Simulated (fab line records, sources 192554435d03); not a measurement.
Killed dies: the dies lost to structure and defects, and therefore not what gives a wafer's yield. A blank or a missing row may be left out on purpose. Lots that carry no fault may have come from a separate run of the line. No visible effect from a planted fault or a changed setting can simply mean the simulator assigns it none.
Split-lot experiment -- flow n5 finfet -- 39 wafers read across 7 lots, on a route 1938 steps long

ABOUT THE SPLIT
At N5_SD_EPI_N_ETCH_45 (etches SiOCN in CH3F/O2, target depth 6 nm), the setting target depth a was moved away from the recipe's 60 angstrom on 15 of the 39 wafers read, by -59.5% to +48.9%. This setting was run at the recipe's value on the other wafers.

The reading comes from the split's own step.

THE READING
etch.depth nm (the simulator's own value, which no gauge read), in nm, at N5_SD_EPI_N_ETCH_45 (etches SiOCN in CH3F/O2, target depth 6 nm). There is no usual value for it anywhere in the file. The 24 wafers here that ran the recipe average 6.026 nm, standard deviation 0.13 nm.

wafer,"tool, chamber at the split","target depth a as run, angstrom",against the recipe,"etch.depth nm, nm",against lot-mates on the recipe
L074.1,"rie diel-01, 1",60,recipe,6.133,-
L074.2,"rie diel-01, 3",60,recipe,5.958,-
L074.3,"rie diel-01, 0",34.27,-42.9%,3.289,-2.728
L074.4,"rie diel-01, 2",60,recipe,5.961,-
L074.5,"rie diel-01, 3",34.27,-42.9%,3.393,-2.624
L074.6,"rie diel-01, 2",34.27,-42.9%,3.391,-2.626
L075.1,"rie diel-05, 1",24.3,-59.5%,2.351,-3.690
L075.5,"rie diel-05, 1",24.3,-59.5%,2.351,-3.690
L075.2,"rie diel-05, 2",24.3,-59.5%,2.408,-3.633
L075.3,"rie diel-05, 0",60,recipe,5.986,-
L075.4,"rie diel-05, 3",60,recipe,6.104,-
L075.6,"rie diel-05, 0",60,recipe,6.034,-
L083.1,"rie diel-03, 3",72.57,+20.9%,7.396,+1.342
L083.2,"rie diel-03, 0",72.57,+20.9%,7.108,+1.054
L083.3,"rie diel-03, 2",72.57,+20.9%,7.112,+1.058
L083.4,"rie diel-03, 1",60,recipe,6.146,-
L083.5,"rie diel-03, 0",60,recipe,5.815,-
L083.6,"rie diel-03, 1",60,recipe,6.2,-
L086.1,"rie diel-03, 2",60,recipe,5.909,-
L086.2,"rie diel-03, 3",60,recipe,6.14,-
L086.3,"rie diel-03, 1",60,recipe,6.118,-
L086.4,"rie diel-03, 0",60,recipe,5.842,-
L086.5,"rie diel-03, 3",60,recipe,6.147,-
L086.6,"rie diel-03, 2",60,recipe,5.881,-
L089.1,"rie diel-03, 0",89.35,+48.9%,8.84,+2.856
L089.2,"rie diel-03, 3",89.35,+48.9%,9.121,+3.137
L089.3,"rie diel-03, 2",60,recipe,5.916,-
L089.4,"rie diel-03, 1",60,recipe,6.242,-
L089.5,"rie diel-03, 0",60,recipe,5.794,-
L089.6,"rie diel-03, 1",89.35,+48.9%,9.184,+3.200
L092.2,"rie diel-03, 2",60,recipe,5.894,-
L092.4,"rie diel-03, 1",60,recipe,6.198,-
L092.5,"rie diel-03, 2",60,recipe,5.903,-
L094.1,"rie diel-03, 3",80.17,+33.6%,8.152,+2.054
L094.2,"rie diel-03, 1",80.17,+33.6%,8.142,+2.044
L094.3,"rie diel-03, 3",60,recipe,6.079,-
L094.4,"rie diel-03, 1",60,recipe,6.16,-
L094.5,"rie diel-03, 1",80.17,+33.6%,8.198,+2.100
L094.6,"rie diel-03, 3",60,recipe,6.056,-

FIT RESULTS
A straight line over all 39 wafers: etch.depth nm changes by +0.0617 nm for each +1% of target depth a; r = +1.00; the points scatter about the line by 0.13 nm.
The same after taking each lot's own level away (the mean of its wafers on the recipe; 39 wafers): +0.0617 nm for each +1%; r = +1.00; scatter 0.13 nm.
That fit puts the effect of the largest move of target depth a on the reading at 3.7 nm.
The lots' own levels span 5.9840 to 6.0983 nm, that is 0.9 times the standard deviation above.
So the lot-to-lot level changes the slope little: the two slopes agree.
Check: with one of the wafers moved furthest among these (-59.5%) left out of the fit, the line predicts -3.68 nm for it against its lot-mates. It came out at -3.69 nm against them.

THESE WAFERS: OTHER SPLITS
Note: prior to the reading, these wafers also went through further splits. Each is held against what the fit with the lots' levels taken away leaves over:
other split on the same wafers,wafers away from the commonest value,r with etch.depth nm (lot level and that fit taken away)
N5_FIN_CUT_CUT_ETCH_15 target depth a,15,+0.09

THE FILE'S OWN FIT
etch.depth nm changes by +0.0617 nm for each +1% of target depth a, r = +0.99.
